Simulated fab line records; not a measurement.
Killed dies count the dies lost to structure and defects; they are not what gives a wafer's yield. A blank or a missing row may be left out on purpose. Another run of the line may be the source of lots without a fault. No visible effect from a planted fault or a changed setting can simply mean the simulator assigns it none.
fab line records    flow n5Finfet
record lots=6  wafers=18  lastDay=18
route steps=1938 shown GATE_CUT@472
lots that met no fault: taken from a fault-free run of the same line
startH: start of the lot's first displayed wafer, in hours after the record's first day    waitH: hours since the lot's step before    " same as the row above    L1.1+2: several wafers, shown together as one row    - either no value or no given start    * or withheld: withheld    < > ~ a bound
route shown NAME@n: NAME is a module with steps in the file, n the number in the route of the first one    usual: average and standard deviation across the fault-free wafers    same: alike in all rows    chamber/n: place in a boat    sites: the reading at each site    _std_site: the standard deviation of these    _edge_site: the outer-site mean with the inner-site mean subtracted    radiusMm: how far each site lies from the wafer's centre    mask NAME#n: copy n    behind: the most recent tool/chamber to have shaped the wafer    hold: what put the lot on hold/how long, in hours/how the hold closed    device: the transistor (n, p or np) that didn't switch    end of line: tests of these same wafers at the route's end    step lacking rows: just its recipe    killed: not the wafer's yield, but the dies lost to structure and defects at the first sort    map: the dies of a wafer, with x for killed, . for not killed, _ for no die there
set.NAME: setting as actually run; set.NAME@STEP: the setting as run at that earlier step    model.NAME: the simulator's own value behind a step, which no gauge read
lots at some steps of the route; a table a step, a row a wafer
services: when a tool's chamber went out of use (startH, in hours from the record's first day, below 0 if earlier), for how many hours, and the reason
## steps
# step N5_GATE_CUT_SRD_32
# recipe timeS=30  tempC=23  rinseLiquid=diw  dry=ipaMarangoni
# step N5_GATE_CUT_SAC_CAP_01
# recipe material=SiNx  targetThkA=240  tempC=400  aldPrecursorFamily=SiH2I2  aldCoReactant=N2/H2-plasma  pulseTimeS=1  aldCycles=480  purgeTimeS=2  coReactantPurgeTimeS=2  pressureTorr=2
# usual heaterPowerW=865/69  precursorPulseHeightRel=1.000/0.02
lot.wafer  tool       chamber  startH  waitH  heaterPowerW  precursorPulseHeightRel
L328.1     aldSin-03  3        99.98   1.0    908           1.001
L328.2     "          2        "       "      926           1.004
L328.6     "          0        101.06  2.1    919           0.999
L331.3     aldSin-03  0        115.82  0.1    942           1.027
L331.4     "          3        "       "      918           1.040
L331.5     "          2        116.90  1.2    915           0.978
L333.1     aldSin-03  3        132.71  0.5    918           1.015
L333.3     "          2        "       "      931           0.968
L333.6     "          3        133.80  1.6    908           0.980
L339.2     aldSin-02  2        165.00  1.5    769           1.006
L339.5     "          3        166.09  2.6    888           0.991
L339.6     "          2        "       "      786           1.008
L345.2     aldSin-02  0        200.62  0.0    791           0.985
L345.4     "          3        201.71  1.1    880           1.015
L345.6     "          2        "       "      779           0.987
L346.1     aldSin-04  2        212.22  0.9    747           1.017
L346.2     "          3        "       "      848           0.952
L346.3     "          0        "       "      844           0.980
# step N5_GATE_CUT_PECVD_57
# recipe material=SiNx  targetThkA=210  tempC=400  precursor=SiH4/NH3/N2  pressureTorr=1.5  rfW=300
# usual heaterPowerW=699/61  rfFwdPowerW=297.1/1.5  showerheadPlenumPTorr=5.07/0.059  throttleValvePct=41.0/2.2
lot.wafer  tool      chamber  startH  waitH  heaterPowerW  rfFwdPowerW  showerheadPlenumPTorr  throttleValvePct
L328.1     pecvd-04  0        102.17  1.1    667           298.6        5.01                   40.2
L328.2     "         2        "       "      702           297.1        5.02                   39.5
L328.6     "         0        "       "      680           297.8        5.00                   40.1
L331.3     pecvd-04  0        118.01  1.1    742           298.5        4.99                   40.0
L331.4     "         2        "       "      737           298.2        5.03                   39.4
L331.5     "         0        "       "      733           298.3        4.98                   40.2
L333.1     pecvd-04  1        134.90  1.1    679           297.0        5.11                   41.9
L333.3     "         2        "       "      708           299.5        5.03                   39.7
L333.6     "         1        "       "      689           297.5        5.13                   42.4
L339.2     pecvd-01  2        167.20  1.1    537           295.2        5.07                   38.5
L339.5     "         0        "       "      816           297.2        5.11                   38.8
L339.6     "         2        "       "      536           294.0        5.07                   38.8
L345.2     pecvd-04  0        202.81  1.1    756           298.4        4.99                   40.6
L345.4     "         0        "       "      743           297.9        4.98                   40.7
L345.6     "         0        "       "      771           298.0        4.98                   40.9
L346.1     pecvd-01  0        214.41  1.1    748           296.7        5.09                   38.4
L346.2     "         2        "       "      656           293.6        5.07                   39.0
L346.3     "         1        "       "      614           297.9        5.18                   45.3
# step N5_GATE_CUT_CMP_02
# recipe stopOn=SiO2  tOverpolishS=12.7  postCmpClean=alkalineBrush  downForcePsi=2.5  platenRpm=51.8  padVelocityMS=1.0307  targetThkNm=0
# step N5_GATE_CUT_HM_DEP_46
# recipe material=SiO2  targetThkA=1300  tempC=400  precursor=TEOS/O2  pressureTorr=6.5  rfW=900  teosFlowSccm=161.4  gas=O2  flowSccm=2650  timeS=26.6
# step N5_GATE_CUT_COAT_34
# recipe resist=SOC  tempC=250  timeS=60  spinRpm=1500  resistThkNm=60
# step N5_GATE_CUT_COAT_35
# recipe resist=SiARC  tempC=220  timeS=60  spinRpm=1500  resistThkNm=10
# step N5_GATE_CUT_COAT_27
# recipe resist=underlayer  tempC=205  timeS=60  spinRpm=1500  resistThkNm=10
# step N5_GATE_CUT_COAT_07
# recipe resist=CAR-EUV  spinRpm=1500  resistThkNm=30
# step N5_GATE_CUT_EBR_09
# recipe solvent=PGMEA  ebrWidthMm=1.5
# step N5_GATE_CUT_SOFTBAKE_08
# recipe tempC=110  timeS=60  resist=CAR-EUV
# step N5_GATE_CUT_EXPOSE_10
# recipe maskId=GATE_CUT  na=0.33  sourceShape=annular  sigmaInner=0.35  sigmaOuter=0.8  polarization=unpolarized  targetCdNm=20  doseMj=43.25
# usual exposureDoseMJCm2=43.5/0.31
lot.wafer  tool           chamber  startH  waitH  mask        exposureDoseMJCm2
L328.1     euvScanner-02  0        102.78  -      GATE_CUT#0  43.3
L328.2     "              0        "       "      GATE_CUT#0  43.2
L328.6     "              0        "       "      GATE_CUT#0  43.2
L331.3     euvScanner-01  0        118.84  -      GATE_CUT#0  43.9
L331.4     "              0        "       "      GATE_CUT#0  43.9
L331.5     "              0        "       "      GATE_CUT#0  43.8
L333.1     euvScanner-01  0        135.66  -      GATE_CUT#0  43.8
L333.3     "              0        "       "      GATE_CUT#0  43.9
L333.6     "              0        "       "      GATE_CUT#0  43.9
L339.2     euvScanner-01  0        167.94  -      GATE_CUT#0  43.9
L339.5     "              0        "       "      GATE_CUT#0  43.8
L339.6     "              0        "       "      GATE_CUT#0  43.9
L345.2     euvScanner-02  0        203.50  -      GATE_CUT#0  48.0
L345.4     "              0        "       "      GATE_CUT#0  47.9
L345.6     "              0        "       "      GATE_CUT#0  47.9
L346.1     euvScanner-02  0        215.02  -      GATE_CUT#0  47.1
L346.2     "              0        "       "      GATE_CUT#0  47.1
L346.3     "              0        "       "      GATE_CUT#0  47.1
# step N5_GATE_CUT_PEB_11
# recipe pebTempC=100  pebTimeS=60  resist=CAR-EUV
# step N5_GATE_CUT_DEVELOP_12
# recipe developTimeS=30  developer=TMAH  resist=CAR-EUV  rinseLiquid=surfactantRinse  dry=airSpin  devTempC=23
# step N5_GATE_CUT_CD_MEAS_13
# recipe targetCdNm=20  landingEnergyEv=500  detector=seInlens
# usual cdNm=20.24/0.26
lot.wafer  tool      chamber  startH  waitH  cdNm
L328.1     cdSem-01  0        102.91  -      19.97
L328.2     "         0        "       "      19.84
L328.6     "         0        "       "      19.94
L331.3     cdSem-03  0        118.96  -      20.26
L331.4     "         0        "       "      19.89
L331.5     "         0        "       "      20.03
L333.1     cdSem-03  0        135.80  -      20.26
L333.3     "         0        "       "      20.54
L333.6     "         0        "       "      20.16
L339.2     cdSem-03  0        168.06  -      20.23
L339.5     "         0        "       "      19.86
L339.6     "         0        "       "      20.10
L345.2     cdSem-02  0        203.63  -      22.08
L345.4     "         0        "       "      22.84
L345.6     "         0        "       "      22.46
L346.1     cdSem-01  0        215.15  -      21.87
L346.2     "         0        "       "      21.93
L346.3     "         0        "       "      21.63
# step N5_GATE_CUT_OVL_MEAS_14
# recipe pointsPerWafer=522
# usual GATE_CUT_OVL=-0.1/0.66
lot.wafer  tool        chamber  startH  waitH  GATE_CUT_OVL[nm]
L328.1     overlay-01  0        102.94  0.0    0.7
L328.2     "           0        "       "      0.8
L328.6     "           0        "       "      0.9
L331.3     overlay-02  0        119.00  0.0    -0.9
L331.4     "           0        "       "      -0.9
L331.5     "           0        "       "      -1.3
L333.1     overlay-02  0        135.83  0.0    0.8
L333.3     "           0        "       "      -0.5
L333.6     "           0        "       "      -0.2
L339.2     overlay-01  0        168.10  0.0    -0.4
L339.5     "           0        "       "      -0.1
L339.6     "           0        "       "      -0.2
L345.2     overlay-01  0        203.67  0.0    -0.9
L345.4     "           0        "       "      -0.5
L345.6     "           0        "       "      -0.6
L346.1     overlay-01  0        215.18  0.0    1.0
L346.2     "           0        "       "      -0.4
L346.3     "           0        "       "      0.3
# step N5_GATE_CUT_INSPECT_15
# recipe mode=adi  inspectInstrument=brightfield
# usual rawDefectCount=127/37
lot.wafer  tool              chamber  startH  waitH  rawDefectCount
L328.1     defectInspect-02  -        103.00  0.1    116
L328.2     "                 -        "       "      59
L328.6     "                 -        "       "      125
L331.3     defectInspect-01  -        119.05  0.0    135
L331.4     "                 -        "       "      120
L331.5     "                 -        "       "      150
L333.1     defectInspect-01  -        135.89  0.1    183
L333.3     "                 -        "       "      156
L333.6     "                 -        "       "      107
L339.2     defectInspect-02  -        168.15  0.0    70
L339.5     "                 -        "       "      98
L339.6     "                 -        "       "      68
L345.2     defectInspect-02  -        203.72  0.0    105
L345.4     "                 -        "       "      145
L345.6     "                 -        "       "      107
L346.1     defectInspect-01  -        215.24  0.1    130
L346.2     "                 -        "       "      80
L346.3     "                 -        "       "      128
# step N5_GATE_CUT_DESCUM_18
# recipe chemistry=O2  timeS=7  sourcePowerW=50  biasPowerW=20  pressureMtorr=20  rfFrequencyHz=2.712e+07  tempC=40  resist=CAR-EUV  o2FlowSccm=225
# usual drypumpMotorCurrentA=5.77/0.28  o2FlowSccm=225.0/0.62  oesProductAu=0.79/0.082  rfFwdPowerW=49.37/0.17  rfVppV=242.6/1.4  showerheadPlenumPTorr=2.05/0.069  throttleValvePct=20.43/0.18
lot.wafer  tool        chamber  startH  waitH  drypumpMotorCurrentA  o2FlowSccm  oesProductAu  rfFwdPowerW  rfHoursCounterH  rfVppV  showerheadPlenumPTorr  throttleValvePct  model.GATE_CUT.cdNm
L328.1     rieDiel-03  2        103.09  0.1    6.03                  225.2       0.71          49.42        174              241.0   1.99                   20.35             20.2
L328.2     "           0        "       "      6.41                  224.8       0.67          49.45        247              242.0   2.07                   20.72             19.8
L328.6     "           0        "       "      6.44                  225.0       0.67          49.39        -                243.2   2.07                   20.75             19.6
L331.3     rieDiel-03  1        119.14  0.1    5.98                  224.1       0.77          49.23        119              244.5   2.09                   20.23             20.2
L331.4     "           2        "       "      6.08                  225.9       0.70          49.34        -                242.2   1.99                   20.35             20
L331.5     "           1        "       "      5.97                  224.4       0.77          49.20        -                241.5   2.09                   20.24             20.2
L333.1     rieDiel-03  2        135.92  0.0    6.06                  224.4       0.70          49.36        185              242.1   1.99                   20.37             20
L333.3     "           3        "       "      5.69                  224.6       0.77          49.28        156              242.5   2.00                   20.55             20.4
L333.6     "           3        "       "      5.71                  223.7       0.78          49.22        -                240.7   2.00                   20.57             20
L339.2     rieDiel-06  2        168.18  0.0    5.37                  224.5       0.68          49.52        251              240.4   2.00                   20.90             20.4
L339.5     "           0        "       "      5.57                  225.2       0.87          49.36        -                242.9   2.05                   20.21             20
L339.6     "           2        "       "      5.36                  225.1       0.68          49.70        -                240.7   2.00                   20.89             20.2
L345.2     rieDiel-06  3        203.75  0.0    5.87                  225.2       0.77          49.38        142              241.6   1.99                   20.28             22.4
L345.4     "           3        "       "      5.87                  225.8       0.76          49.41        -                242.5   1.99                   20.30             22.6
L345.6     "           1        "       "      5.62                  225.4       0.74          49.30        -                241.2   2.02                   20.53             22.2
L346.1     rieDiel-06  1        215.27  0.0    5.65                  225.4       0.74          49.38        178              242.7   2.02                   20.55             21.8
L346.2     "           0        "       "      5.58                  225.2       0.85          49.39        48               242.7   2.04                   20.25             22
L346.3     "           3        "       "      5.88                  224.4       0.77          49.75        146              242.5   1.99                   20.29             21.6
# step N5_GATE_CUT_ETCH_28
# recipe chemistry=N2/H2  target=underlayer  targetDepthA=130  maskMaterial=CAR-EUV  timeS=10.4  ionEnergyEv=200  pressureMtorr=30  sourceW=840  biasW=150  n2FlowSccm=200  h2FlowSccm=200  ends=cleared
# step N5_GATE_CUT_ETCH_36
# recipe chemistry=CF4  target=SiARC  targetDepthA=130  maskMaterial=CAR-EUV  timeS=21.7  ionEnergyEv=80  pressureMtorr=40  sourceW=545  biasW=36  Ar_flow_sccm=100  cf4FlowSccm=100  ends=cleared
# usual drypumpMotorCurrentA=5.76/0.28  etchRfOnTimeS=21.4/0.85  oesProductAu=0.68/0.069  rfFwdPowerW=531.3/1.7  rfVppV=183.6/1.1  showerheadPlenumPTorr=2.11/0.069  throttleValvePct=15.63/0.19
lot.wafer  tool        chamber  startH  waitH  drypumpMotorCurrentA  etchRfOnTimeS  oesProductAu  rfFwdPowerW  rfHoursCounterH  rfVppV  showerheadPlenumPTorr  throttleValvePct
L328.1     rieDiel-03  2        103.14  0.0    6.05                  21.1           0.62          527.6        174              182.3   2.06                   15.60
L328.2     "           0        "       "      6.39                  22.9           0.57          533.2        247              183.1   2.10                   15.79
L328.6     "           0        "       "      6.38                  22.9           0.57          533.5        -                183.7   2.09                   15.80
L331.3     rieDiel-03  1        119.19  0.0    5.96                  20.7           0.69          531.3        119              184.2   2.16                   15.64
L331.4     "           2        "       "      6.06                  21.1           0.61          531.9        -                183.5   2.06                   15.60
L331.5     "           1        "       "      5.99                  20.7           0.69          531.7        -                184.8   2.16                   15.65
L333.1     rieDiel-03  2        135.97  0.0    6.05                  21.0           0.61          531.4        185              182.4   2.06                   15.61
L333.3     "           3        "       "      5.71                  21.8           0.66          530.6        156              183.2   2.07                   15.87
L333.6     "           3        "       "      5.69                  21.9           0.66          527.2        -                183.9   2.07                   15.88
L339.2     rieDiel-06  2        168.24  0.0    5.34                  20.7           0.60          530.7        251              184.1   2.04                   15.99
L339.5     "           0        "       "      5.57                  22.1           0.76          531.6        -                185.0   2.09                   15.27
L339.6     "           2        "       "      5.34                  20.7           0.60          530.9        -                182.7   2.04                   15.99
L345.2     rieDiel-06  3        203.81  0.0    5.88                  20.7           0.67          533.2        142              183.7   2.05                   15.52
L345.4     "           3        "       "      5.90                  20.4           0.68          532.4        -                183.3   2.05                   15.54
L345.6     "           1        "       "      5.63                  21.4           0.64          530.2        -                183.1   2.05                   15.65
L346.1     rieDiel-06  1        215.33  0.0    5.63                  21.2           0.65          534.0        178              182.5   2.05                   15.65
L346.2     "           0        "       "      5.55                  22.1           0.74          530.8        48               183.7   2.08                   15.30
L346.3     "           3        "       "      5.87                  20.7           0.67          530.1        146              183.3   2.05                   15.53
# step N5_GATE_CUT_ETCH_37
# recipe chemistry=N2/H2  target=SOC  targetDepthA=600  overetchA=120  maskMaterial=SiARC  tempC=40  timeS=90  ionEnergyEv=200  pressureMtorr=30  sourceW=840  biasW=150  n2FlowSccm=200  h2FlowSccm=200
# usual drypumpMotorCurrentA=5.77/0.28  oesProductAu=0.71/0.072  rfFwdPowerW=834.4/2.5  rfVppV=522.4/2.4  showerheadPlenumPTorr=2.50/0.086  throttleValvePct=17.86/0.21
lot.wafer  tool        chamber  startH  waitH  drypumpMotorCurrentA  oesProductAu  rfFwdPowerW  rfHoursCounterH  rfVppV  showerheadPlenumPTorr  throttleValvePct
L328.1     rieDiel-03  2        103.17  0.0    6.01                  0.64          837.1        174              519.9   2.43                   17.70
L328.2     "           0        "       "      6.42                  0.62          835.2        247              521.4   2.48                   17.97
L328.6     "           0        "       "      6.43                  0.62          832.4        -                522.1   2.48                   17.98
L331.3     rieDiel-03  1        119.22  0.0    5.97                  0.70          835.1        119              524.1   2.57                   17.92
L331.4     "           2        "       "      6.09                  0.64          834.8        -                521.4   2.43                   17.72
L331.5     "           1        "       "      5.94                  0.71          833.5        -                524.2   2.57                   17.91
L333.1     rieDiel-03  2        136.00  0.0    6.06                  0.63          831.9        185              520.4   2.43                   17.73
L333.3     "           3        "       "      5.72                  0.69          833.2        156              520.8   2.45                   18.10
L333.6     "           3        "       "      5.72                  0.70          832.9        -                520.6   2.45                   18.08
L339.2     rieDiel-06  2        168.26  0.0    5.35                  0.61          834.3        251              518.6   2.42                   18.33
L339.5     "           0        "       "      5.56                  0.79          838.6        -                522.9   2.48                   17.65
L339.6     "           2        "       "      5.36                  0.61          835.0        -                519.4   2.42                   18.35
L345.2     rieDiel-06  3        203.83  0.0    5.88                  0.68          835.1        142              521.4   2.42                   17.68
L345.4     "           3        "       "      5.88                  0.68          835.1        -                520.8   2.42                   17.66
L345.6     "           1        "       "      5.66                  0.67          829.7        -                520.5   2.44                   17.99
L346.1     rieDiel-06  1        215.35  0.0    5.68                  0.66          832.9        178              520.1   2.44                   17.97
L346.2     "           0        "       "      5.56                  0.78          836.7        48               522.7   2.48                   17.66
L346.3     "           3        "       "      5.85                  0.68          835.2        146              521.4   2.42                   17.69
# step N5_GATE_CUT_STRIP_38
# recipe chemistry=N2/H2  tempC=40  n2FlowSccm=200  h2FlowSccm=200  rfFrequencyHz=6e+07
# step N5_GATE_CUT_STRIP_39
# recipe chemistry=N2/H2  tempC=40  n2FlowSccm=200  h2FlowSccm=200  rfFrequencyHz=6e+07
# step N5_GATE_CUT_HM_OPEN_40
# recipe chemistry=C4F6/O2  target=SiO2  maskMaterial=SiARC  targetDepthA=1390  timeS=85.1  ionEnergyEv=250  pressureMtorr=30  sourceW=345  biasW=185  Ar_flow_sccm=300  C4F6_flow_sccm=10  O2_flow_sccm=10  ends=cleared
# step N5_GATE_CUT_STRIP_41
# recipe chemistry=CF4  resist=SiARC  powerW=300  biasPowerW=75  pressureMtorr=50  cf4FlowSccm=150  rfFrequencyHz=6e+07
# step N5_GATE_CUT_STRIP_42
# recipe chemistry=O2  powerW=400  tempC=40  pressureMtorr=30  rfFrequencyHz=6e+07  biasPowerW=0  overashFraction=0.3  o2FlowSccm=225
# step N5_GATE_CUT_ETCH_19
# recipe chemistry=CH3F/O2  target=SiNx  maskMaterial=SiO2  targetDepthA=537  timeS=76.7  pressureMtorr=30  sourceW=395  biasW=73  Ar_flow_sccm=150  CH3F_flow_sccm=30  O2_flow_sccm=20  ionEnergyEv=120  ends=cleared
# step N5_GATE_CUT_CUT_ETCH_53
# recipe chemistry=SF6/Cl2  target=W  maskMaterial=SiO2  targetDepthA=792  pressureMtorr=8  icpW=900  biasW=80  SF6_flow_sccm=40  Cl2_flow_sccm=60  ends=cleared
# step N5_GATE_CUT_CUT_ETCH_54
# recipe chemistry=Cl2/BCl3  target=TiN  maskMaterial=SiO2  targetDepthA=967  pressureMtorr=10  icpW=1000  biasW=126  Cl2_flow_sccm=53.25  bcl3FlowSccm=21.75  Ar_flow_sccm=25  ends=cleared
# step N5_GATE_CUT_CUT_ETCH_55
# recipe chemistry=BCl3  target=HfO2  maskMaterial=SiO2  targetDepthA=32  ionEnergyEv=30  pressureMtorr=5  icpW=450  biasW=18  bcl3FlowSccm=80
# usual drypumpMotorCurrentA=5.4/0.62  oesProductAu=0.75/0.077  rfFwdPowerW=441.6/2.2  throttleValvePct=33.0/0.38
lot.wafer  tool         chamber  startH  waitH  drypumpMotorCurrentA  oesProductAu  rfFwdPowerW  rfHoursCounterH  throttleValvePct
L328.1     rieMetal-02  1        103.60  0.0    4.7                   0.77          436.7        36               33.3
L328.2     "            0        "       "      5.8                   0.61          444.3        119              32.5
L328.6     "            1        "       "      4.7                   0.77          436.7        -                33.3
L331.3     rieMetal-01  1        119.66  0.0    4.8                   0.85          441.5        -                32.6
L331.4     "            0        "       "      6.3                   0.74          441.2        -                33.4
L331.5     "            1        "       "      4.9                   0.84          441.0        -                32.6
L333.1     rieMetal-01  0        136.43  0.0    6.3                   0.74          443.0        65               33.4
L333.3     "            1        "       "      4.8                   0.84          443.1        -                32.6
L333.6     "            1        "       "      4.8                   0.83          442.4        -                32.6
L339.2     rieMetal-01  1        168.70  0.0    4.9                   0.82          442.1        31               32.6
L339.5     "            0        "       "      6.3                   0.72          441.6        -                33.5
L339.6     "            1        "       "      4.9                   0.82          441.2        -                32.6
L345.2     rieMetal-02  0        204.26  0.0    5.8                   0.60          444.1        128              32.5
L345.4     "            0        "       "      5.9                   0.60          444.2        -                32.5
L345.6     "            0        "       "      5.8                   0.61          443.9        -                32.5
L346.1     rieMetal-01  0        215.79  0.0    6.2                   0.73          441.1        71               33.5
L346.2     "            1        "       "      4.9                   0.83          442.2        35               32.6
L346.3     "            0        "       "      6.3                   0.73          443.4        -                33.4
# step N5_GATE_CUT_ETCH_47
# recipe chemistry=Cl2/BCl3  target=SiO2  targetDepthA=100  pressureMtorr=10  icpW=1000  biasW=126  Cl2_flow_sccm=53.25  bcl3FlowSccm=21.75  Ar_flow_sccm=25
# usual drypumpMotorCurrentA=5.4/0.61  oesProductAu=0.75/0.076  rfFwdPowerW=982/5.4  throttleValvePct=22.86/0.087
lot.wafer  tool         chamber  startH  waitH  drypumpMotorCurrentA  oesProductAu  rfFwdPowerW  rfHoursCounterH  throttleValvePct  model.GATE_CUT.cdNm
L328.1     rieMetal-02  1        103.63  0.0    4.7                   0.76          978          36               22.81             20.6
L328.2     "            0        "       "      5.8                   0.62          990          119              22.83             20.2
L328.6     "            1        "       "      4.7                   0.77          978          -                22.80             20.2
L331.3     rieMetal-01  1        119.69  0.0    4.8                   0.84          982          -                22.83             20
L331.4     "            0        "       "      6.3                   0.74          984          -                22.96             20.6
L331.5     "            1        "       "      4.9                   0.84          983          -                22.80             19.2
L333.1     rieMetal-01  0        136.46  0.0    6.2                   0.74          985          65               22.96             21.4
L333.3     "            1        "       "      4.9                   0.83          987          -                22.82             20.4
L333.6     "            1        "       "      4.8                   0.83          986          -                22.82             20
L339.2     rieMetal-01  1        168.73  0.0    4.9                   0.83          985          31               22.82             20.2
L339.5     "            0        "       "      6.3                   0.73          979          -                22.97             21.2
L339.6     "            1        "       "      4.9                   0.83          989          -                22.81             20
L345.2     rieMetal-02  0        204.29  0.0    5.8                   0.60          993          128              22.85             23.2
L345.4     "            0        "       "      5.8                   0.60          991          -                22.84             23.4
L345.6     "            0        "       "      5.8                   0.61          994          -                22.84             22.8
L346.1     rieMetal-01  0        215.82  0.0    6.2                   0.71          988          71               23.00             23
L346.2     "            1        "       "      4.8                   0.82          983          35               22.84             21.6
L346.3     "            0        "       "      6.3                   0.71          987          -                22.98             22.6
# step N5_GATE_CUT_VAPOR_ETCH_48
# recipe chemistry=BCl3/Cl2  target=TiN  mode=isotropic
## services
tool           chamber  startH  hours  kind
aldSin-04      -        85.25   14.0   pm
pecvd-01       -        88.76   2.8    repair
rieDiel-06     -        90.88   0.7    repair
pecvd-01       -        94.07   6.0    pm
aldSin-02      0        95.73   15.3   repair
euvScanner-02  -        114.63  1.0    pm
euvScanner-01  -        115.64  1.0    pm
euvScanner-02  -        116.18  40.6   repair
rieDiel-03     0        116.90  -      clean
rieDiel-03     1        154.43  5.8    repair
aldSin-04      -        155.76  12.3   repair
euvScanner-01  -        161.65  5.8    pm
rieDiel-06     3        165.87  11.5   repair
euvScanner-02  -        170.78  1.0    pm
euvScanner-01  -        171.79  1.0    pm
pecvd-04       1        171.87  21.9   repair
aldSin-03      -        178.85  14.0   pm
pecvd-01       2        180.44  14.7   repair
rieDiel-06     2        182.28  6.3    repair
pecvd-01       -        196.23  0.5    repair
euvScanner-01  -        198.03  4.6    pm
euvScanner-02  -        198.73  0.1    repair
aldSin-03      -        201.44  14.6   pm
rieDiel-03     3        204.13  13.8   repair
## key
firstSign step=N5_GATE_CUT_EXPOSE_10  reading=exposureDoseMJCm2  direction=up  sigmas=13  usual=43.5  struck=47.5
effect step=N5_GATE_CUT_CD_MEAS_13  reading=cdNm  direction=up  sigmas=7.4  usual=20.24  struck=22.14  through=controlLoop
modelEffect step=N5_GATE_CUT_DESCUM_18  value=GATE_CUT.cdNm  without=20.2  struck=22.1
modelEffect step=N5_GATE_CUT_ETCH_47  value=GATE_CUT.cdNm  without=20.87  struck=22.77
metAt N5_GATE_CUT_EXPOSE_10
struckWafers L345.2,L345.4,L345.6,L346.1,L346.2,L346.3
sortLeftOut L345.2,L345.4,L345.6,L346.1,L346.2,L346.3
testerLeftOut L345,L346
loopTrim step=N5_GATE_CUT_EXPOSE_10  setting=dose  lots=L346
onsetBetween 102.78 203.50
fault kind=processParameterDrift  tool=euvScanner-02  chamber=-  onsetH=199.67  steps=N5_GATE_CUT_EXPOSE_10  channel=doseMj  offset=4.7312  shape=step  actsIn=theseRecipesOnly  stated=43.25
# testerLeftOut: of these lots the tester's yield and bins aren't shown, on N5 and GAA mostly nor the transistor test; their killed dies are dies lost to structure and defects alone, not to doping, threshold or leakage, so they don't give the yield
# sortLeftOut: the simulated sort isn't trusted on such a fault, so these wafers' sort isn't shown, and their yield isn't known
# loopTrim: a control loop set the setting to another value than it would have without faults
